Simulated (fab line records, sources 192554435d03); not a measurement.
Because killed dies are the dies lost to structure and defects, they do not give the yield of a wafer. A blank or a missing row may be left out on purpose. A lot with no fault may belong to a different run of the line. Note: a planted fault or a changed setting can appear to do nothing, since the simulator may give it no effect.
Matching of chambers || flow n5 finfet || 4 sister chambers for N5_MOL_CONTACT_COAG_ETCH_65 on rie diel-01
The step etches underlayer in N2/H2, target depth 13 nm, time 10.4 s. 18 wafers are shown with their chamber, then 9 later ones without.

WAFERS WITH THEIR CHAMBER
{"wafer": "L075.2", "chamber": 0, "drypump motor current A (A)": 6.1, "showerhead plenum p Torr (Torr)": 2.42, "throttle valve pct (%)": 18.04}
{"wafer": "L075.3", "chamber": 1, "drypump motor current A (A)": 5.3, "showerhead plenum p Torr (Torr)": 2.54, "throttle valve pct (%)": 18.00}
{"wafer": "L075.4", "chamber": 2, "drypump motor current A (A)": 6.4, "showerhead plenum p Torr (Torr)": 2.50, "throttle valve pct (%)": 17.86}
{"wafer": "L077.2", "chamber": 3, "drypump motor current A (A)": 5.7, "showerhead plenum p Torr (Torr)": 2.49, "throttle valve pct (%)": 17.72}
{"wafer": "L077.4", "chamber": 2, "drypump motor current A (A)": 6.4, "showerhead plenum p Torr (Torr)": 2.50, "throttle valve pct (%)": 17.88}
{"wafer": "L077.5", "chamber": 2, "drypump motor current A (A)": 6.3, "showerhead plenum p Torr (Torr)": 2.50, "throttle valve pct (%)": 17.86}
{"wafer": "L078.1", "chamber": 2, "drypump motor current A (A)": 6.4, "showerhead plenum p Torr (Torr)": 2.49, "throttle valve pct (%)": 17.90}
{"wafer": "L078.2", "chamber": 0, "drypump motor current A (A)": 6.1, "showerhead plenum p Torr (Torr)": 2.42, "throttle valve pct (%)": 18.04}
{"wafer": "L078.4", "chamber": 3, "drypump motor current A (A)": 5.7, "showerhead plenum p Torr (Torr)": 2.48, "throttle valve pct (%)": 17.72}
{"wafer": "L079.2", "chamber": 1, "drypump motor current A (A)": 5.3, "showerhead plenum p Torr (Torr)": 2.53, "throttle valve pct (%)": 18.01}
{"wafer": "L079.3", "chamber": 3, "drypump motor current A (A)": 5.7, "showerhead plenum p Torr (Torr)": 2.48, "throttle valve pct (%)": 17.74}
{"wafer": "L079.5", "chamber": 2, "drypump motor current A (A)": 6.4, "showerhead plenum p Torr (Torr)": 2.49, "throttle valve pct (%)": 17.88}
{"wafer": "L084.1", "chamber": 3, "drypump motor current A (A)": 5.7, "showerhead plenum p Torr (Torr)": 2.48, "throttle valve pct (%)": 17.76}
{"wafer": "L084.2", "chamber": 1, "drypump motor current A (A)": 5.3, "showerhead plenum p Torr (Torr)": 2.53, "throttle valve pct (%)": 18.03}
{"wafer": "L084.4", "chamber": 1, "drypump motor current A (A)": 5.3, "showerhead plenum p Torr (Torr)": 2.53, "throttle valve pct (%)": 18.04}
{"wafer": "L086.1", "chamber": 0, "drypump motor current A (A)": 6.1, "showerhead plenum p Torr (Torr)": 2.41, "throttle valve pct (%)": 18.07}
{"wafer": "L086.3", "chamber": 3, "drypump motor current A (A)": 5.7, "showerhead plenum p Torr (Torr)": 2.47, "throttle valve pct (%)": 17.77}
{"wafer": "L086.4", "chamber": 3, "drypump motor current A (A)": 5.8, "showerhead plenum p Torr (Torr)": 2.47, "throttle valve pct (%)": 17.77}

SIGNATURES (means of the wafers above)
{"reading": "drypump motor current A", "chamber 0": 6.100, "chamber 1": 5.300, "chamber 2": 6.380, "chamber 3": 5.717, "scatter within a chamber": 0.0342}
{"reading": "showerhead plenum p Torr", "chamber 0": 2.4167, "chamber 1": 2.5325, "chamber 2": 2.4960, "chamber 3": 2.4783, "scatter within a chamber": 0.00624}
{"reading": "throttle valve pct", "chamber 0": 18.0500, "chamber 1": 18.0200, "chamber 2": 17.8760, "chamber 3": 17.7467, "scatter within a chamber": 0.0197}
Rule: a wafer lies at a distance from a chamber equal to the root of the sum of squares, over the readings, of (its reading less the chamber's mean, divided by the reading's scatter). If the next closest chamber is less than 2 further off than the closest, the wafer can't be placed; otherwise it belongs to the closest. The scatter: take each reading less its chamber's mean, square it, sum over the shown wafers, divide by the number of wafers less the number of chambers, and take the root.

WAFERS MISSING THEIR CHAMBER
{"wafer": "L089.4", "drypump motor current A (A)": 5.3, "showerhead plenum p Torr (Torr)": 2.52, "throttle valve pct (%)": 18.05}
{"wafer": "L089.5", "drypump motor current A (A)": 6.4, "showerhead plenum p Torr (Torr)": 2.49, "throttle valve pct (%)": 17.53}
{"wafer": "L089.6", "drypump motor current A (A)": 5.3, "showerhead plenum p Torr (Torr)": 2.52, "throttle valve pct (%)": 18.05}
{"wafer": "L095.1", "drypump motor current A (A)": 6.1, "showerhead plenum p Torr (Torr)": 2.40, "throttle valve pct (%)": 18.11}
{"wafer": "L095.5", "drypump motor current A (A)": 5.3, "showerhead plenum p Torr (Torr)": 2.52, "throttle valve pct (%)": 18.08}
{"wafer": "L095.6", "drypump motor current A (A)": 6.2, "showerhead plenum p Torr (Torr)": 2.40, "throttle valve pct (%)": 18.13}
{"wafer": "L097.1", "drypump motor current A (A)": 5.3, "showerhead plenum p Torr (Torr)": 2.51, "throttle valve pct (%)": 18.11}
{"wafer": "L097.3", "drypump motor current A (A)": 5.7, "showerhead plenum p Torr (Torr)": 2.47, "throttle valve pct (%)": 17.80}
{"wafer": "L097.5", "drypump motor current A (A)": 5.7, "showerhead plenum p Torr (Torr)": 2.47, "throttle valve pct (%)": 17.81}

THE CHAMBER EACH PASSED THROUGH
{"wafer": "L089.4", "from the rows above": 1, "in truth": 1}
{"wafer": "L089.5", "from the rows above": 2, "in truth": 2}
{"wafer": "L089.6", "from the rows above": 1, "in truth": 1}
{"wafer": "L095.1", "from the rows above": 0, "in truth": 0}
{"wafer": "L095.5", "from the rows above": 1, "in truth": 1}
{"wafer": "L095.6", "from the rows above": 0, "in truth": 0}
{"wafer": "L097.1", "from the rows above": 1, "in truth": 1}
{"wafer": "L097.3", "from the rows above": 3, "in truth": 3}
{"wafer": "L097.5", "from the rows above": 3, "in truth": 3}
Correct placement for 9 of the 9. Number that these rows cannot place: 0. Placed wrongly: 0.
